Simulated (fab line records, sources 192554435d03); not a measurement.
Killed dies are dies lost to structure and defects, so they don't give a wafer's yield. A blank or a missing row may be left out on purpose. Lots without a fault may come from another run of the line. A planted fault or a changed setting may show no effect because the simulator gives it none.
Which tool did it? | flow n5_finfet | 11 lots, 33 wafers sampled, at 2 steps of a route of 1938

WHAT THE GAUGES READ, wafer by wafer
N5_PASSIVATION_OVL_MEAS_63.
lot  | measured     | on         | PAD_OVL (nm)
L486 | day 12 21:12 | overlay-01 | 4 9 1
L487 | day 13 00:14 | overlay-01 | -8 -12 -1
L488 | day 13 16:05 | overlay-01 | 6 6 3
L490 | day 14 00:50 | overlay-02 | 0 -3 -2
L493 | day 14 11:23 | overlay-01 | -6 -3 -7
L499 | day 16 10:55 | overlay-02 | 2 6 0
L501 | day 16 01:59 | overlay-01 | 4 -2 4
L504 | day 18 01:33 | overlay-02 | 4 -1 -1
L506 | day 18 01:53 | overlay-01 | -1 -3 -4
L507 | day 18 19:30 | overlay-01 | -3 -8 1
L509 | day 19 00:29 | overlay-01 | -1 -9 -4

WHICH TOOL RAN EACH LOT (tool, then ch and the chambers of the sampled wafers, then the start)
lot  | N5_BEOL_M3_ETCH_77
L486 | rie_diel-02 ch 0,1,3, day 7 18:21
L487 | rie_diel-06 ch 0,1, day 7 21:34
L488 | rie_diel-05 ch 1,2,3, day 8 02:47
L490 | rie_diel-06 ch 0,2, day 8 07:55
L493 | rie_diel-06 ch 0,2,3, day 9 02:02
L499 | rie_diel-06 ch 1,2,3, day 11 01:32
L501 | rie_diel-06 ch 0,1,2, day 11 02:31
L504 | rie_diel-05 ch 1,2,3, day 11 18:49
L506 | rie_diel-05 ch 0,1,3, day 12 05:30
L507 | rie_diel-05 ch 0,2,3, day 12 12:20
L509 | rie_diel-02 ch 0,2,3, day 13 17:37
- N5_BEOL_M3_ETCH_77: etches underlayer in N2/H2, target depth 6.5 nm, time 5.2 s.

THE ANSWER, worked out from the rows above alone
Rule: what is usual is taken from the lots themselves. Put in order of their means at a reading, lots are off if they are a third of the lots or fewer, leave a main group of 4 or more, and stand apart from it by a gap of 3 or more times the standard deviation of the main group's means; of several such gaps the widest counts. A main group whose means are all the same, to the digits that the tables above print for the reading, isn't used. A lot without any number at a reading at which 4 lots or more have one is off too. The other lots that the step has rows for count as sound.
No lot is off at any reading shown: from this, nothing can be told.

WHAT THE SIMULATOR HAD PUT IN
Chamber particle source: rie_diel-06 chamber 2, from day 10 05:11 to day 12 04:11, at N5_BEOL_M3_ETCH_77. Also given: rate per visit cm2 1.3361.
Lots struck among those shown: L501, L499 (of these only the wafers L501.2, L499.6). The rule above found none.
